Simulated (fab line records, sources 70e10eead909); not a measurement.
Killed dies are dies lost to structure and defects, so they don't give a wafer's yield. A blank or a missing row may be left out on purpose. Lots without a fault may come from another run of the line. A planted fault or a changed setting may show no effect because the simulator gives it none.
Which tool did it? | flow nand_harc | 22 lots, 66 wafers sampled, at 6 steps of a route of 1159

WHAT THE GAUGES READ, wafer by wafer
The record holds no reading of a measuring or inspecting step that can be judged against a usual standard deviation.

WHICH TOOL RAN EACH LOT (tool, then ch and the chambers of the sampled wafers, then the start)
lot  | NHARC_A_SGD_CUT_DESCUM_14          | NHARC_A_SGD_CUT_ETCH_15                       | NHARC_A_SGD_CUT_STRIP_28                      | NHARC_A_SLIT_DESCUM_14             | NHARC_A_SLIT_STRIP_18                         | NHARC_A_CONTACT_ETCH_113
L075 | rie_diel-11 ch 2,3, day 14 05:50   | rie_diel-11 ch 1,2, day 14 17:55 or earlier   | rie_diel-01 ch 0,3, day 14 17:55 or earlier   | rie_diel-12 ch 0,1, day 14 17:55   | rie_diel-12 ch 0,2,3, day 16 19:02 or earlier | har_cap_etch-03 ch 0,1, day 16 19:02
L076 | rie_diel-11 ch 0,2,3, day 14 05:59 | rie_diel-11 ch 0,3, day 14 18:05 or earlier   | rie_diel-04 ch 0,1,3, day 14 18:05 or earlier | rie_diel-07 ch 0,1,3, day 14 18:05 | rie_diel-07 ch 0,1,2, day 16 23:43 or earlier | har_cap_etch-02 ch 0, day 16 23:43
L078 | rie_diel-04 ch 1,2, day 14 06:20   | rie_diel-04 ch 1,2, day 14 18:14 or earlier   | rie_diel-11 ch 0,1,2, day 14 18:14 or earlier | rie_diel-07 ch 1,2, day 14 18:14   | rie_diel-12 ch 2,3, day 16 18:05 or earlier   | har_cap_etch-02 ch 0,1, day 16 18:05
L077 | rie_diel-01 ch 0,1,3, day 14 16:26 | rie_diel-01 ch 0,3, day 15 01:50 or earlier   | rie_diel-11 ch 1,3, day 15 01:50              | rie_diel-12 ch 2,3, day 15 06:43   | rie_diel-12 ch 1,2,3, day 17 12:28 or earlier | har_cap_etch-02 ch 0,1, day 17 12:28
L079 | rie_diel-11 ch 0,1,2, day 14 17:04 | rie_diel-11 ch 1,3, day 15 05:52 or earlier   | rie_diel-01 ch 0,1,3, day 15 05:52 or earlier | rie_diel-07 ch 0,1,2, day 15 05:52 | rie_diel-07 ch 1,2, day 17 06:32 or earlier   | har_cap_etch-01 ch 0,1, day 17 06:32
L082 | rie_diel-11 ch 0,1,3, day 16 01:04 | rie_diel-11 ch 0,3, day 16 13:02 or earlier   | rie_diel-04 ch 0,1, day 16 13:02 or earlier   | rie_diel-06 ch 1,2, day 16 13:02   | rie_diel-12 ch 1,2, day 18 11:33 or earlier   | har_cap_etch-03 ch 0,1, day 18 11:33
L081 | rie_diel-04 ch 1,2, day 16 01:35   | rie_diel-04 ch 0,1,2, day 16 13:44 or earlier | rie_diel-01 ch 0,1, day 16 13:44 or earlier   | rie_diel-12 ch 2,3, day 16 13:44   | rie_diel-06 ch 0,3, day 18 11:41 or earlier   | har_cap_etch-02 ch 1, day 18 11:41
L084 | rie_diel-01 ch 1,3, day 16 11:18   | rie_diel-01 ch 0,2,3, day 17 01:29 or earlier | rie_diel-01 ch 2,3, day 17 01:29 or earlier   | rie_diel-06 ch 2,3, day 17 01:29   | rie_diel-12 ch 1,3, day 18 23:05 or earlier   | har_cap_etch-01 ch 0,1, day 18 23:05
L085 | rie_diel-04 ch 1,2,3, day 16 12:17 | rie_diel-04 ch 0,1,3, day 17 00:48 or earlier | rie_diel-04 ch 1,2,3, day 17 00:48 or earlier | rie_diel-06 ch 0,1,3, day 17 00:48 | rie_diel-07 ch 0,2,3, day 19 01:42 or earlier | har_cap_etch-02 ch 0,1, day 19 01:42
L083 | rie_diel-01 ch 1,2, day 16 13:02   | rie_diel-01 ch 0,2,3, day 17 02:53 or earlier | rie_diel-11 ch 0,1, day 17 02:53 or earlier   | rie_diel-06 ch 1,2,3, day 17 02:53 | rie_diel-12 ch 0,2,3, day 19 05:28 or earlier | har_cap_etch-01 ch 1, day 19 05:28
L087 | rie_diel-04 ch 1,2,3, day 16 21:31 | rie_diel-04 ch 0,2,3, day 17 03:50 or earlier | rie_diel-11 ch 2,3, day 17 03:50              | rie_diel-07 ch 2,3, day 17 08:43   | rie_diel-12 ch 0,2, day 19 09:23 or earlier   | har_cap_etch-01 ch 0,1, day 19 09:23
L086 | rie_diel-01 ch 0,2, day 16 21:47   | rie_diel-01 ch 0,3, day 17 08:35 or earlier   | rie_diel-01 ch 0,2, day 17 08:35 or earlier   | rie_diel-12 ch 1,2,3, day 17 08:35 | rie_diel-07 ch 0,1,2, day 19 04:20 or earlier | har_cap_etch-03 ch 0,1, day 19 04:20
L090 | rie_diel-11 ch 1,2,3, day 17 02:52 | rie_diel-11 ch 0,1,3, day 17 13:58 or earlier | rie_diel-04 ch 0,1,2, day 17 13:58 or earlier | rie_diel-12 ch 1,2, day 17 13:58   | rie_diel-07 ch 2,3, day 19 15:23 or earlier   | har_cap_etch-03 ch 0,1, day 19 15:23
L088 | rie_diel-01 ch 2,3, day 17 03:09   | rie_diel-01 ch 0,2,3, day 17 14:13 or earlier | rie_diel-11 ch 1,2, day 17 14:13 or earlier   | rie_diel-06 ch 0,1,2, day 17 14:13 | rie_diel-12 ch 0,2,3, day 19 14:45 or earlier | har_cap_etch-02 ch 0,1, day 19 14:45
L089 | rie_diel-11 ch 0,1,3, day 18 00:20 | rie_diel-11 ch 0,2, day 18 11:41 or earlier   | rie_diel-11 ch 0,2, day 18 11:41 or earlier   | rie_diel-12 ch 0,1,2, day 18 11:41 | rie_diel-07 ch 1,2, day 20 08:29 or earlier   | har_cap_etch-01 ch 0,1, day 20 08:29
L094 | rie_diel-01 ch 1,2,3, day 18 06:10 | rie_diel-01 ch 0,1, day 18 16:40 or earlier   | rie_diel-04 ch 1,3, day 18 16:40 or earlier   | rie_diel-07 ch 0,1,3, day 18 16:40 | rie_diel-12 ch 1,3, day 20 15:00 or earlier   | har_cap_etch-03 ch 0, day 20 15:00
L092 | rie_diel-04 ch 1,2, day 18 06:36   | rie_diel-04 ch 1,2, day 18 16:59 or earlier   | rie_diel-01 ch 0,3, day 18 16:59 or earlier   | rie_diel-12 ch 1,2,3, day 18 16:59 | rie_diel-12 ch 1,2,3, day 20 21:23 or earlier | har_cap_etch-03 ch 0,1, day 20 21:23
L091 | rie_diel-11 ch 0,1,3, day 18 06:46 | rie_diel-11 ch 1,3, day 18 16:49 or earlier   | rie_diel-11 ch 1,3, day 18 16:49 or earlier   | rie_diel-12 ch 0,2,3, day 18 16:49 | rie_diel-07 ch 1,2, day 20 18:37 or earlier   | har_cap_etch-01 ch 0, day 20 18:37
L093 | rie_diel-04 ch 0,2,3, day 19 04:07 | rie_diel-04 ch 2,3, day 19 10:34 or earlier   | rie_diel-04 ch 0,2,3, day 19 10:34            | rie_diel-12 ch 1,2,3, day 19 14:38 | rie_diel-07 ch 0,2,3, day 21 14:40 or earlier | har_cap_etch-02 ch 0,1, day 21 14:40
L096 | rie_diel-04 ch 1,2, day 19 22:02   | rie_diel-04 ch 0,2,3, day 20 04:10 or earlier | rie_diel-01 ch 0,3, day 20 04:10              | rie_diel-12 ch 1,2,3, day 20 08:32 | rie_diel-06 ch 0,1, day 22 12:04 or earlier   | har_cap_etch-01 ch 0,1, day 22 12:04
L095 | rie_diel-11 ch 0,2, day 19 22:13   | rie_diel-11 ch 0,1, day 20 07:38 or earlier   | rie_diel-11 ch 1,3, day 20 07:38 or earlier   | rie_diel-06 ch 0,1,3, day 20 07:38 | rie_diel-07 ch 0,1,3, day 22 10:56 or earlier | har_cap_etch-03 ch 0,1, day 22 10:56
L097 | rie_diel-01 ch 2,3, day 19 22:24   | rie_diel-01 ch 1,2,3, day 20 09:18 or earlier | rie_diel-04 ch 0,2,3, day 20 09:18 or earlier | rie_diel-07 ch 1,2,3, day 20 09:18 | rie_diel-06 ch 1,2, day 22 05:39 or earlier   | har_cap_etch-02 ch 0,1, day 22 05:39
- NHARC_A_SGD_CUT_DESCUM_14: chemistry O2, time 3 s.
- NHARC_A_SGD_CUT_ETCH_15: etches the open film in CH3F/O2, target depth 75 nm, time 64.3 s.
- NHARC_A_SGD_CUT_STRIP_28: strips in O2, time 20 s.
- NHARC_A_SLIT_DESCUM_14: chemistry O2, time 3 s.
- NHARC_A_SLIT_STRIP_18: strips in O2.
- NHARC_A_CONTACT_ETCH_113: etches the open film in C4F8/O2/Ar, time 94 s, target depth 922 nm.

WHAT THE TOOLS THEMSELVES READ (means of the sampled wafers that have a number; where no wafer has one, the mark that the record gives instead)
NHARC_A_SGD_CUT_DESCUM_14.
lot  | tool        | drypump_motor_current_A (A) | oes_product_au (a.u.) | rf_vpp_V (V) | showerhead_plenum_p_Torr (Torr) | throttle_valve_pct (%)
L075 | rie_diel-11 | 5.9                         | 1.011                 | 57.1         | 1.81                            | 11.314
L076 | rie_diel-11 | 5.8                         | 1.000                 | 57.3         | 1.86                            | 11.311
L078 | rie_diel-04 | 5.5                         | 1.002                 | 58.2         | 1.95                            | 11.314
L077 | rie_diel-01 | 5.3                         | 0.985                 | 57.2         | 1.93                            | 11.316
L079 | rie_diel-11 | 5.8                         | 1.009                 | 58.4         | 1.93                            | 11.313
L082 | rie_diel-11 | 5.7                         | 1.000                 | 58.0         | 1.95                            | 11.314
L081 | rie_diel-04 | 5.5                         | 0.997                 | 58.2         | 1.95                            | 11.315
L084 | rie_diel-01 | 5.2                         | 0.985                 | 56.9         | 1.88                            | 11.311
L085 | rie_diel-04 | 5.7                         | 0.999                 | 58.4         | 1.94                            | 11.319
L083 | rie_diel-01 | 5.5                         | 1.000                 | 57.7         | 1.92                            | 11.311
L087 | rie_diel-04 | 5.6                         | 0.995                 | 57.7         | 1.94                            | 11.318
L086 | rie_diel-01 | 5.4                         | 0.994                 | 57.5         | 1.93                            | 11.312
L090 | rie_diel-11 | 5.8                         | 0.999                 | 57.6         | 1.89                            | 11.317
L088 | rie_diel-01 | 5.1                         | 0.994                 | 58.0         | 1.85                            | 11.324
L089 | rie_diel-11 | 5.6                         | 0.998                 | 58.6         | 1.95                            | 11.303
L094 | rie_diel-01 | 5.3                         | 0.994                 | 58.2         | 1.90                            | 11.317
L092 | rie_diel-04 | 5.5                         | 1.001                 | 57.6         | 1.94                            | 11.307
L091 | rie_diel-11 | 5.7                         | 0.997                 | 57.0         | 1.95                            | 11.309
L093 | rie_diel-04 | 5.8                         | 1.005                 | 58.6         | 1.98                            | 11.322
L096 | rie_diel-04 | 5.5                         | 1.005                 | 57.7         | 1.94                            | 11.312
L095 | rie_diel-11 | 5.8                         | 0.990                 | 57.8         | 1.90                            | 11.304
L097 | rie_diel-01 | 5.0                         | 0.987                 | 57.7         | 1.85                            | 11.307

NHARC_A_SGD_CUT_ETCH_15.
lot  | tool        | drypump_motor_current_A (A) | oes_product_au (a.u.) | rf_vpp_V (V) | showerhead_plenum_p_Torr (Torr) | throttle_valve_pct (%)
L075 | rie_diel-11 | 5.7                         | 0.988                 | 264.9        | 2.52                            | 20.664
L076 | rie_diel-11 | 5.7                         | 0.958                 | 262.3        | 2.41                            | 20.655
L078 | rie_diel-04 | 5.6                         | 0.938                 | 264.9        | 2.50                            | 20.657
L077 | rie_diel-01 | 5.0                         | 0.941                 | 263.1        | 2.42                            | 20.672
L079 | rie_diel-11 | 5.7                         | 0.980                 | 265.4        | 2.54                            | 20.657
L082 | rie_diel-11 | 5.7                         | 0.972                 | 263.6        | 2.46                            | 20.660
L081 | rie_diel-04 | 5.7                         | 0.961                 | 264.5        | 2.54                            | 20.675
L084 | rie_diel-01 | 5.2                         | 0.961                 | 264.5        | 2.45                            | 20.660
L085 | rie_diel-04 | 5.9                         | 0.934                 | 266.5        | 2.54                            | 20.666
L083 | rie_diel-01 | 5.2                         | 0.926                 | 264.6        | 2.45                            | 20.664
L087 | rie_diel-04 | 5.8                         | 0.942                 | 264.9        | 2.54                            | 20.672
L086 | rie_diel-01 | 5.2                         | 0.973                 | 264.0        | 2.48                            | 20.657
L090 | rie_diel-11 | 5.7                         | 0.963                 | 264.4        | 2.50                            | 20.660
L088 | rie_diel-01 | 5.2                         | 0.967                 | 263.9        | 2.45                            | 20.657
L089 | rie_diel-11 | 5.9                         | 0.968                 | 262.9        | 2.36                            | 20.660
L094 | rie_diel-01 | 5.4                         | 0.962                 | 265.6        | 2.54                            | 20.649
L092 | rie_diel-04 | 5.5                         | 0.957                 | 264.4        | 2.50                            | 20.659
L091 | rie_diel-11 | 5.7                         | 0.966                 | 263.4        | 2.44                            | 20.670
L093 | rie_diel-04 | 5.7                         | 0.959                 | 264.4        | 2.49                            | 20.660
L096 | rie_diel-04 | 5.8                         | 0.971                 | 264.4        | 2.54                            | 20.669
L095 | rie_diel-11 | 5.6                         | 0.953                 | 264.7        | 2.55                            | 20.670
L097 | rie_diel-01 | 5.3                         | 0.952                 | 263.7        | 2.44                            | 20.661

NHARC_A_SGD_CUT_STRIP_28.
lot  | tool        | drypump_motor_current_A (A) | oes_product_au (a.u.) | rf_vpp_V (V) | showerhead_plenum_p_Torr (Torr) | throttle_valve_pct (%)
L075 | rie_diel-01 | 5.2                         | 0.988                 | 57.9         | 3.56                            | 17.035
L076 | rie_diel-04 | 5.9                         | 1.008                 | 57.9         | 3.64                            | 17.026
L078 | rie_diel-11 | 5.7                         | 1.014                 | 57.3         | 3.56                            | 17.038
L077 | rie_diel-11 | 5.7                         | 1.015                 | 58.1         | 3.64                            | 17.041
L079 | rie_diel-01 | 5.3                         | 0.991                 | 58.6         | 3.55                            | 17.032
L082 | rie_diel-04 | 6.0                         | 1.001                 | 58.7         | 3.70                            | 17.038
L081 | rie_diel-01 | 5.6                         | 0.995                 | 58.7         | 3.63                            | 17.041
L084 | rie_diel-01 | 5.2                         | 0.995                 | 57.3         | 3.47                            | 17.033
L085 | rie_diel-04 | 5.6                         | 0.998                 | 57.7         | 3.58                            | 17.035
L083 | rie_diel-11 | 5.6                         | 0.999                 | 58.2         | 3.72                            | 17.035
L087 | rie_diel-11 | 6.0                         | 0.994                 | 57.3         | 3.33                            | 17.037
L086 | rie_diel-01 | 5.4                         | 1.002                 | 57.8         | 3.55                            | 17.036
L090 | rie_diel-04 | 5.8                         | 0.999                 | 57.9         | 3.64                            | 17.049
L088 | rie_diel-11 | 5.9                         | 0.992                 | 57.2         | 3.46                            | 17.037
L089 | rie_diel-11 | 5.9                         | 0.994                 | 58.1         | 3.40                            | 17.029
L094 | rie_diel-04 | 5.7                         | 0.986                 | 57.9         | 3.58                            | 17.039
L092 | rie_diel-01 | 5.2                         | 0.981                 | 57.9         | 3.56                            | 17.040
L091 | rie_diel-11 | 5.7                         | 0.988                 | 57.5         | 3.51                            | 17.034
L093 | rie_diel-04 | 5.8                         | 0.995                 | 58.1         | 3.64                            | 17.042
L096 | rie_diel-01 | 5.2                         | 0.986                 | 57.2         | 3.56                            | 17.037
L095 | rie_diel-11 | 5.7                         | 0.983                 | 57.1         | 3.51                            | 17.034
L097 | rie_diel-04 | 5.8                         | 1.003                 | 57.4         | 3.64                            | 17.033

NHARC_A_SLIT_DESCUM_14.
lot  | tool        | drypump_motor_current_A (A) | oes_product_au (a.u.) | rf_vpp_V (V) | showerhead_plenum_p_Torr (Torr) | throttle_valve_pct (%)
L075 | rie_diel-12 | 6.1                         | 1.018                 | 58.1         | 1.97                            | 11.319
L076 | rie_diel-07 | 5.6                         | 1.003                 | 59.3         | 1.92                            | 11.311
L078 | rie_diel-07 | 5.7                         | 0.991                 | 56.4         | 1.87                            | 11.316
L077 | rie_diel-12 | 5.4                         | 1.014                 | 57.6         | 1.88                            | 11.314
L079 | rie_diel-07 | 5.6                         | 0.994                 | 58.2         | 1.91                            | 11.315
L082 | rie_diel-06 | 5.8                         | 1.003                 | 57.7         | 1.82                            | 11.311
L081 | rie_diel-12 | 5.8                         | 1.010                 | 57.2         | 1.89                            | 11.310
L084 | rie_diel-06 | 5.5                         | 0.998                 | 58.5         | 1.92                            | 11.310
L085 | rie_diel-06 | 5.3                         | 1.015                 | 57.3         | 1.91                            | 11.311
L083 | rie_diel-06 | 5.7                         | 1.011                 | 57.9         | 1.87                            | 11.313
L087 | rie_diel-07 | 5.9                         | 1.004                 | 57.6         | 1.84                            | 11.312
L086 | rie_diel-12 | 5.9                         | 1.003                 | 58.6         | 1.92                            | 11.306
L090 | rie_diel-12 | 6.0                         | 0.992                 | 57.5         | 1.95                            | 11.309
L088 | rie_diel-06 | 5.6                         | 1.007                 | 57.1         | 1.86                            | 11.312
L089 | rie_diel-12 | 5.8                         | 0.998                 | 58.2         | 1.94                            | 11.316
L094 | rie_diel-07 | 5.6                         | 0.993                 | 57.8         | 1.92                            | 11.314
L092 | rie_diel-12 | 5.9                         | 1.003                 | 57.8         | 1.92                            | 11.322
L091 | rie_diel-12 | 5.7                         | 1.001                 | 58.2         | 1.91                            | 11.296
L093 | rie_diel-12 | 5.9                         | 0.998                 | 58.1         | 1.92                            | 11.316
L096 | rie_diel-12 | 5.9                         | 0.998                 | 57.9         | 1.92                            | 11.304
L095 | rie_diel-06 | 5.3                         | 1.000                 | 57.1         | 1.90                            | 11.309
L097 | rie_diel-07 | 5.8                         | 0.987                 | 58.8         | 1.85                            | 11.315

NHARC_A_SLIT_STRIP_18.
lot  | tool        | drypump_motor_current_A (A) | oes_product_au (a.u.) | rf_vpp_V (V) | showerhead_plenum_p_Torr (Torr) | throttle_valve_pct (%)
L075 | rie_diel-12 | 5.7                         | 1.004                 | 57.4         | 3.52                            | 17.040
L076 | rie_diel-07 | 5.6                         | 0.990                 | 57.9         | 3.52                            | 17.028
L078 | rie_diel-12 | 5.9                         | 1.002                 | 57.5         | 3.48                            | 17.034
L077 | rie_diel-12 | 5.9                         | 1.008                 | 58.2         | 3.54                            | 17.039
L079 | rie_diel-07 | 5.9                         | 0.990                 | 57.6         | 3.40                            | 17.036
L082 | rie_diel-12 | 5.5                         | 1.012                 | 57.9         | 3.53                            | 17.031
L081 | rie_diel-06 | 5.1                         | 1.003                 | 57.7         | 3.61                            | 17.044
L084 | rie_diel-12 | 6.4                         | 0.992                 | 57.5         | 3.60                            | 17.033
L085 | rie_diel-07 | 5.7                         | 0.994                 | 57.9         | 3.49                            | 17.030
L083 | rie_diel-12 | 5.7                         | 1.007                 | 58.6         | 3.52                            | 17.040
L087 | rie_diel-12 | 5.3                         | 1.001                 | 57.9         | 3.52                            | 17.033
L086 | rie_diel-07 | 5.6                         | 1.001                 | 57.5         | 3.51                            | 17.043
L090 | rie_diel-07 | 6.0                         | 0.992                 | 58.1         | 3.37                            | 17.036
L088 | rie_diel-12 | 5.7                         | 0.999                 | 57.4         | 3.52                            | 17.033
L089 | rie_diel-07 | 5.7                         | 0.992                 | 57.6         | 3.45                            | 17.030
L094 | rie_diel-12 | 6.4                         | 0.995                 | 58.0         | 3.60                            | 17.043
L092 | rie_diel-12 | 5.9                         | 1.004                 | 56.8         | 3.54                            | 17.042
L091 | rie_diel-07 | 5.9                         | 0.998                 | 57.6         | 3.40                            | 17.044
L093 | rie_diel-07 | 5.7                         | 0.993                 | 57.1         | 3.49                            | 17.031
L096 | rie_diel-06 | 5.5                         | 0.988                 | 58.3         | 3.42                            | 17.033
L095 | rie_diel-07 | 5.6                         | 0.995                 | 57.7         | 3.54                            | 17.039
L097 | rie_diel-06 | 6.0                         | 0.984                 | 58.6         | 3.37                            | 17.035

THE ANSWER, worked out from the rows above alone
Rule: what is usual is taken from the lots themselves. Put in order of their means at a reading, lots are off if they are a third of the lots or fewer, leave a main group of 4 or more, and stand apart from it by a gap of 3 or more times the standard deviation of the main group's means; of several such gaps the widest counts. A main group whose means are all the same, to the digits that the tables above print for the reading, isn't used. A lot without any number at a reading at which 4 lots or more have one is off too. The other lots that the step has rows for count as sound. The gauges are gone through in route order, then the tools' own readings, and for those a lot's mean is taken as printed above. The first step at which some lot is off is used, and at that step the reading that is off furthest; a lot without a number counts as furthest.
No lot is off at any reading shown: from this, nothing can be told.

WHAT THE SIMULATOR HAD PUT IN
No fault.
